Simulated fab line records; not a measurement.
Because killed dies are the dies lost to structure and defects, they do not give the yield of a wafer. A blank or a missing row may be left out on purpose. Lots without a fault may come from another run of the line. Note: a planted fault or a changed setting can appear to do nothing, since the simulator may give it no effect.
fab line records ; flow n5-finfet
record: lots: 5; wafers: 15; last-day: 17
route steps=1938 shown BEOL_M4@1052
lots that met no fault: taken from a fault-free run of the same line
start-h: start of the lot's first displayed wafer, in hours after the record's first day ; wait-h: how many hours have passed since the lot's step before this one ; " repeats the value in the row above ; L1.1+2: a row that stands for several wafers ; - no value, or no start was given ; * or withheld: withheld ; < > ~ a bound
route shown NAME@n: NAME is a module with steps in the file, n the number in the route of the first one ; usual: mean/standard deviation of fault-free wafers ; same: alike in all rows ; chamber/n: place in a boat ; sites: the reading at each site ; _std_site: standard deviation of those values ; _edge_site: mean of outer sites minus mean of inner sites ; radius-mm: how far each site lies from the wafer's centre ; mask NAME#n: copy n ; behind: the most recent tool/chamber to have shaped the wafer ; hold: what put the lot on hold/how long, in hours/how the hold closed ; device: names the non-switching transistor (n, p or np) ; end of line: tests run on the same wafers once the route is complete ; for a step that has no rows: nothing shown but its recipe ; killed: at the first sort, the dies lost to defects and structure; wafer yield is something else ; map: shows each die of a wafer: x if killed, . if not, _ if none is there
set.NAME: setting as actually run; set.NAME@STEP: the setting as run at that earlier step ; model.NAME: the simulator's own value behind a step, which no gauge read
a table for each step, a row for each wafer; lots at some steps of the route
services: from which hour (start-h, from the record's first day; less than 0 if before it) a tool's chamber was out of use, for how many hours, and why
== steps ==
step: N5_BEOL_M4_SOFTBAKE_23
recipe: temp-c: 110; time-s: 60; resist: CAR-EUV
step: N5_BEOL_M4_EXPOSE_25
recipe: mask-id: V3; na: 0.33; source-shape: quasar; sigma-inner: 0.2; sigma-outer: 0.8; polarization: unpolarized; defocus-nm: 5; dose-mj: 63
step: N5_BEOL_M4_PEB_26
recipe: peb-temp-c: 100; peb-time-s: 60; resist: CAR-EUV
step: N5_BEOL_M4_DEVELOP_27
recipe: develop-time-s: 30; developer: TMAH; resist: CAR-EUV; rinse-liquid: surfactant-rinse; dry: air-spin; dev-temp-c: 23
step: N5_BEOL_M4_DESCUM_33
recipe: chemistry: O2; time-s: 7; source-power-w: 50; bias-power-w: 20; pressure-mtorr: 20; rf-frequency-hz: 2.712e+07; temp-c: 40; resist: CAR-EUV; o2-flow-sccm: 225
step: N5_BEOL_M4_ETCH_77
recipe: chemistry: N2/H2; target: underlayer; target-depth-a: 65; mask-material: CAR-EUV; time-s: 5.2; ion-energy-ev: 200; pressure-mtorr: 30; source-w: 840; bias-w: 150; n2-flow-sccm: 200; h2-flow-sccm: 200; ends: cleared
step: N5_BEOL_M4_ETCH_69
recipe: chemistry: CF4; target: SiARC; target-depth-a: 156; mask-material: CAR-EUV; time-s: 26; ion-energy-ev: 80; pressure-mtorr: 40; source-w: 545; bias-w: 36; Ar_flow_sccm: 100; cf4-flow-sccm: 100; ends: cleared
step: N5_BEOL_M4_ALD_98
recipe: material: SiO2; target-thk-a: 25; temp-c: 100; ald-precursor-family: BDEAS; ald-co-reactant: O2-plasma; pulse-time-s: 1; co-reactant-pulse-time-s: 1; purge-time-s: 2; co-reactant-purge-time-s: 2; ald-cycles: 17; pressure-torr: 2
step: N5_BEOL_M4_ETCHBACK_99
recipe: chemistry: CHF3; target: SiO2; target-depth-a: 50; time-s: 10.4; source-w: 215; bias-w: 47; Ar_flow_sccm: 200; CHF3_flow_sccm: 12; ion-energy-ev: 100; pressure-mtorr: 30
step: N5_BEOL_M4_ETCH_70
recipe: chemistry: N2/H2; target: SOC; target-depth-a: 800; overetch-a: 240; mask-material: SiARC; temp-c: 40; time-s: 130; ion-energy-ev: 200; pressure-mtorr: 30; source-w: 840; bias-w: 150; n2-flow-sccm: 200; h2-flow-sccm: 200
usual: bias-w: 149.9/0.45; drypump-motor-current-A: 5.6/0.58; oes-product-au: 0.57/0.055; rf-fwd-power-W: 836.0/2.6; rf-vpp-V: 524.1/2; showerhead-plenum-p-Torr: 2.55/0.062; throttle-valve-pct: 17.71/0.25
lot.wafer;tool;chamber;start-h;wait-h;bias-w;drypump-motor-current-A;oes-product-au;rf-fwd-power-W;rf-hours-counter-h;rf-vpp-V;showerhead-plenum-p-Torr;throttle-valve-pct;model.SiARC_of_BEOL_M4_COAT_68.thk-nm
L566.3;rie-diel-02;1;200.53;0.0;150.1;5.3;0.55;840.3;178;522.5;2.53;17.69;5.8
L566.4;rie-diel-02;3;200.53;0.0;150.0;6.5;0.51;840.0;215;521.9;2.52;17.94;6
L566.6;rie-diel-02;0;200.53;0.0;149.5;5.5;0.57;838.8;-;523.5;2.57;17.79;5.6
L577.1;rie-diel-02;2;269.19;0.0;168.0;4.7;0.56;833.7;153;567.3;2.63;17.34;5
L577.2;rie-diel-02;1;269.19;0.0;168.9;5.3;0.53;837.6;204;564.7;2.52;17.73;4.8
L577.5;rie-diel-02;3;269.19;0.0;168.8;6.4;0.51;834.5;-;564.6;2.51;17.98;5
L576.1;rie-diel-02;1;272.33;0.0;168.6;5.3;0.54;837.7;205;563.3;2.52;17.74;4.8
L576.2;rie-diel-02;2;272.33;0.0;168.7;4.7;0.56;830.6;154;566.8;2.63;17.34;5.2
L576.6;rie-diel-02;3;272.33;0.0;168.6;6.5;0.50;836.5;-;564.2;2.51;18.01;5.2
L579.2;rie-diel-02;3;276.15;0.0;168.9;6.5;0.50;836.4;243;562.9;2.51;17.98;5.2
L579.3;rie-diel-02;2;276.15;0.0;168.7;4.7;0.56;836.5;156;569.0;2.63;17.34;5
L579.5;rie-diel-02;0;276.15;0.0;168.2;5.5;0.56;837.6;-;563.7;2.56;17.85;4.6
L583.3;rie-diel-06;1;305.05;0.0;149.2;5.6;0.65;837.1;31;526.0;2.56;17.42;6
L583.4;rie-diel-06;3;305.05;0.0;149.6;5.7;0.64;836.3;43;520.9;2.45;17.23;5.8
L583.6;rie-diel-06;1;305.05;0.0;149.9;5.6;0.64;837.3;-;524.2;2.56;17.43;6
step: N5_BEOL_M4_STRIP_71
recipe: chemistry: N2/H2; temp-c: 40; n2-flow-sccm: 200; h2-flow-sccm: 200; rf-frequency-hz: 6e+07
step: N5_BEOL_M4_RC_MEAS_101
usual: DIBL_N: 37.1/2.4; DIBL_P: 37/3; IOFF_N: 0.18/0.053; IOFF_P: 0.21/0.05; ION_N: 674/14; ION_P: 459/9.2; SS_N: 72.1/0.9; SS_P: 73.4/0.89; VT_N: 250/3.8; VT_P: -251/3.7
lot.wafer;tool;chamber;start-h;wait-h;DIBL_N[mV/V];DIBL_P[mV/V];IOFF_N[nA/um];IOFF_P[nA/um];ION_N[uA/um];ION_P[uA/um];SS_N[mV/dec];SS_P[mV/dec];VT_N[mV];VT_P[mV]
L566.3;prober-02;0;206.00;0.3;32.0;29;0.08;0.10;628;434;71.0;71.1;261;-260
L566.4;prober-02;0;206.00;0.3;35.8;34;0.13;0.15;657;442;71.5;72.9;255;-257
L566.6;prober-02;0;206.00;0.3;35.8;34;0.13;0.14;645;438;71.7;72.4;255;-259
L577.1;prober-02;0;273.79;0.0;39.2;38;0.18;0.23;677;459;72.7;73.7;252;-248
L577.2;prober-02;0;273.79;0.0;40.9;40;0.24;0.26;708;474;72.5;74.2;245;-248
L577.5;prober-02;0;273.79;0.0;36.8;36;0.15;0.19;681;465;72.0;72.7;251;-253
L576.1;prober-01;0;276.96;0.0;36.5;37;0.18;0.23;691;472;71.4;73.7;243;-249
L576.2;prober-01;0;276.96;0.0;37.2;38;0.19;0.23;677;460;71.7;74.1;245;-249
L576.6;prober-01;0;276.96;0.0;36.2;36;0.16;0.22;686;469;71.5;73.2;249;-250
L579.2;prober-01;0;280.71;0.2;43.0;45;0.32;0.38;703;473;73.5;75.2;244;-241
L579.3;prober-01;0;280.71;0.2;36.5;37;0.17;0.24;678;472;71.8;73.4;247;-246
L579.5;prober-01;0;280.71;0.2;40.2;42;0.27;0.33;698;474;72.7;74.8;241;-244
L583.3;prober-01;0;309.93;0.3;38.0;39;0.20;0.21;685;458;72.1;73.7;248;-254
L583.4;prober-01;0;309.93;0.3;35.8;35;0.15;0.16;662;443;71.5;73.2;253;-257
L583.6;prober-01;0;309.93;0.3;36.7;36;0.16;0.17;667;448;71.7;73.5;247;-257
== services ==
tool;chamber;start-h;hours;kind
rie-diel-06;1;206.72;-;clean
rie-diel-06;1;206.72;-;consumable-replace:focus-ring
rie-diel-06;1;206.72;22.6;scheduled-down
rie-diel-06;1;206.72;22.6;vent-cycle
rie-diel-06;-;236.71;0.9;repair
rie-diel-06;0;252.51;12.0;repair
rie-diel-02;3;262.99;5.7;repair
rie-diel-02;-;271.93;0.3;repair
rie-diel-02;3;294.43;-;clean
rie-diel-02;3;294.43;-;consumable-replace:esc
rie-diel-02;3;294.43;-;consumable-replace:focus-ring
rie-diel-02;3;294.43;26.6;scheduled-down
rie-diel-02;3;294.43;26.6;vent-cycle
rie-diel-06;0;295.00;3.9;repair
== key ==
first-sign: step: N5_BEOL_M4_ETCH_70; reading: bias-w; direction: up; sigmas: 42; usual: *; struck: *
effect: step: N5_BEOL_M4_ETCH_70; reading: rf-vpp-V; direction: up; sigmas: 20; usual: 524.1; struck: 565.2
model-effect: step: N5_BEOL_M4_ETCH_70; value: SiARC_of_BEOL_M4_COAT_68.thk-nm; without: 5.933; struck: 4.978
met-at N5_BEOL_M4_ETCH_70
struck-wafers L576.1,L576.2,L576.6,L577.1,L577.2,L577.5,L579.2,L579.3,L579.5
baseline-loss: step: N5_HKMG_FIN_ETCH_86; wafers: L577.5
onset-between 200.53 269.19
fault: kind: process-parameter-drift; tool: rie-diel-02; chamber: -; onset-h: 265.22; steps: N5_BEOL_M4_ETCH_70; channel: bias-w; offset: *; shape: step; end-h: 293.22; acts-in: *; stated: *
baseline-loss: these wafers lose ten dies or more at that step, a loss of the line's own and not of a fault; the sort's usual values leave them out
